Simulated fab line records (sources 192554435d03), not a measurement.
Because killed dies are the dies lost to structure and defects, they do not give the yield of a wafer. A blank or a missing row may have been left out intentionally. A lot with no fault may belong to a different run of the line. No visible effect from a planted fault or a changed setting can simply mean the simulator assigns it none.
Chamber matching ; flow n5 finfet ; N5_BEOL_M0_SAQP_ETCH_102 on rie si-06 has 4 sister chambers
The step etches SiO2 in CF4, target depth 4 nm, time 4.4 s. 4 wafers are shown with their chamber, then 12 later ones without.

== WAFERS PAIRED WITH THEIR CHAMBERS ==
wafer;chamber;throttle valve pct (%)
L090.1;1;21.61
L091.1;0;21.55
L091.4;2;22.00
L091.5;3;21.94

== WAFERS MISSING THEIR CHAMBER ==
wafer;throttle valve pct (%)
L092.1;21.97
L092.4;21.56
L092.5;21.93
L093.1;22.00
L093.4;21.60
L093.6;21.55
L094.1;21.55
L094.5;21.97
L094.6;21.61
L096.1;21.55
L096.3;21.60
L096.5;21.98

== THE CHAMBER EACH PASSED THROUGH ==
wafer;from the rows above;in truth
L092.1;can't be placed: 3 or 2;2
L092.4;0;0
L092.5;3;3
L093.1;2;2
L093.4;1;1
L093.6;0;0
L094.1;0;0
L094.5;can't be placed: 3 or 2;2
L094.6;1;1
L096.1;0;0
L096.3;1;1
L096.5;can't be placed: 2 or 3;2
9 of 12 placed correctly. Not placeable from these rows: 3 (in 3, the candidates include the true chamber). Wrongly placed: 0.
How it was worked out, from the rows above alone: a wafer's distance from a chamber is the root of the sum, over the readings, of the square of ((its reading less the chamber's mean) divided by the reading's scatter). The wafer belongs to the nearest chamber; if the next one is less than 2 further off, it can't be placed. Each chamber's mean is taken over the wafers shown for it. The scatter (one wafer shown for each chamber): square how far every hidden wafer sits from the nearest shown wafer, average those squares and take the square root.
